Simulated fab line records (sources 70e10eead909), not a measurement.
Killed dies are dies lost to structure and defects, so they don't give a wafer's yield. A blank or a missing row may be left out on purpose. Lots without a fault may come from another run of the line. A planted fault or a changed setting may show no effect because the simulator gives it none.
One fault through the eyes of 2 desks	flow nand_harc	what lay behind the numbers comes last; until then each desk has only its own

== AT THE TOOL OWNER'S DESK: ald_sin_batch-02 ==
The tool's own readings at NHARC_A_CHANNEL_FILL_D2_ALD_15 (deposits SiNx, target thk 2 nm, pulse time 60 s, ald cycles 19): means of the sampled wafers that have a number, for each lot that ran on this tool. If a lot's mean is further than 4 standard deviations from the usual mean, the lot is out of limits and carries the mark OUT (the distance appears in the brackets).
Columns: A = precursor_pulse_height_rel at NHARC_A_CHANNEL_FILL_D2_ALD_15, usual 0.999; B = susceptor_temp_C at NHARC_A_CHANNEL_FILL_D2_ALD_15, usual 630.0 C
lot	first seen here	A	B
L199	day 16 17:03	1.008	630.3
L204	day 18 23:19	0.991	606.3 (-76) OUT
L205	day 18 23:19	1.006	606.4 (-76) OUT
L214	day 23 01:22	1.014	630.2
L215	day 23 01:22	1.009	629.7
L216	day 23 10:59	0.973	630.6
Finding of this desk: L204, L205 out of limits; the first was L204 at day 18 23:19, on susceptor_temp_C at NHARC_A_CHANNEL_FILL_D2_ALD_15. L199, L214, L215, L216 stayed within limits.

== THE METROLOGY DESK ==
What the gauges read, lot by lot, whatever tool the lot ran on: means of the sampled wafers that have a number. If a lot's mean is further than 4 standard deviations from the usual mean, the lot is out of limits and carries the mark OUT (the distance appears in the brackets).
Columns: A = cd_nm at NHARC_A_CHANNEL_HOLE_D2_CD_MEAS_31, usual 90.9 nm
lot	first seen here	A
L194	day 13 12:06	89.7
L199	day 16 06:30	89.8
L201	day 16 17:56	91.2
L202	day 17 15:50	89.5
L204	day 18 12:50	90.4
L205	day 18 14:31	91.9
L211	day 20 15:59	91.2
L213	day 21 19:11	91.8
L212	day 21 19:37	91.9
L214	day 22 13:40	91.7
L215	day 22 14:01	90.6
L216	day 23 00:29	89.8
This desk found nothing out of limits on any of the 12 lots.

== BROUGHT TOGETHER ==
An alarm could have come from the tool owner's desk at day 18 23:19, on L204, L205.
At the metrology desk, nothing out of limits was observed.
The metrology desk has L204, L205 on record, within its limits.
The lots listed all ran NHARC_A_CHANNEL_FILL_D2_ALD_15 on ald_sin_batch-02.

== WHAT HAD BEEN PUT IN BY THE SIMULATOR ==
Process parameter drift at NHARC_A_CHANNEL_FILL_D2_ALD_15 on ald_sin_batch-02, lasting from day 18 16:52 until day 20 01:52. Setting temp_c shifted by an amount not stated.
Lots struck among those shown: L204, L205.
Time in hours from fault onset to the first out-of-limits reading at each desk: the tool owner's desk, 6.
